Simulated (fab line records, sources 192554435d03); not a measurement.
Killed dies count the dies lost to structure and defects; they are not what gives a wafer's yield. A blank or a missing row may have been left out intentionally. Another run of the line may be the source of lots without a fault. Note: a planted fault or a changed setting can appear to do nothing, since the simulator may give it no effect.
Matching of chambers ; flow n5-finfet ; N5_BEOL_M7_DESCUM_33 on rie-diel-06 has 4 sister chambers
The step chemistry O2, time 7 s. 4 wafers are shown with their chamber, then 11 later ones without.

## WAFERS PAIRED WITH THEIR CHAMBERS
wafer;chamber;drypump-motor-current-A (A)
L087.6;1;5.9
L089.2;3;5.8
L089.6;2;5.2
L092.3;0;5.8

## WAFERS MISSING THEIR CHAMBER
wafer;drypump-motor-current-A (A)
L092.4;5.2
L092.6;5.8
L093.1;5.7
L093.3;5.8
L093.4;5.2
L095.2;5.8
L095.5;5.7
L095.6;5.8
L097.1;5.9
L097.2;5.7
L097.4;5.8

## WHICH CHAMBER EACH ONE RAN IN
wafer;from the rows above;in truth
L092.4;2;2
L092.6;can't be placed: 0 or 3 or 1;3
L093.1;can't be placed: 0 or 3 or 1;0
L093.3;can't be placed: 0 or 3 or 1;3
L093.4;2;2
L095.2;can't be placed: 0 or 3 or 1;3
L095.5;can't be placed: 0 or 3 or 1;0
L095.6;can't be placed: 0 or 3 or 1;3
L097.1;can't be placed: 1 or 0 or 3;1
L097.2;can't be placed: 0 or 3 or 1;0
L097.4;can't be placed: 0 or 3 or 1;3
Correctly placed: 2 of 11. Can't be placed from these rows: 9 (the true chamber is among the candidates in 9). 0 placed wrongly.
How it was worked out, from the rows above alone: a wafer's distance from a chamber is the root of the sum, over the readings, of the square of ((its reading less the chamber's mean) divided by the reading's scatter). If the next closest chamber is less than 2 further off than the closest, the wafer can't be placed; otherwise it belongs to the closest. Each chamber's mean is taken over the wafers shown for it. The scatter: with one shown wafer a chamber, the root of the mean of the squares of how far each hidden wafer lies from its nearest shown one.
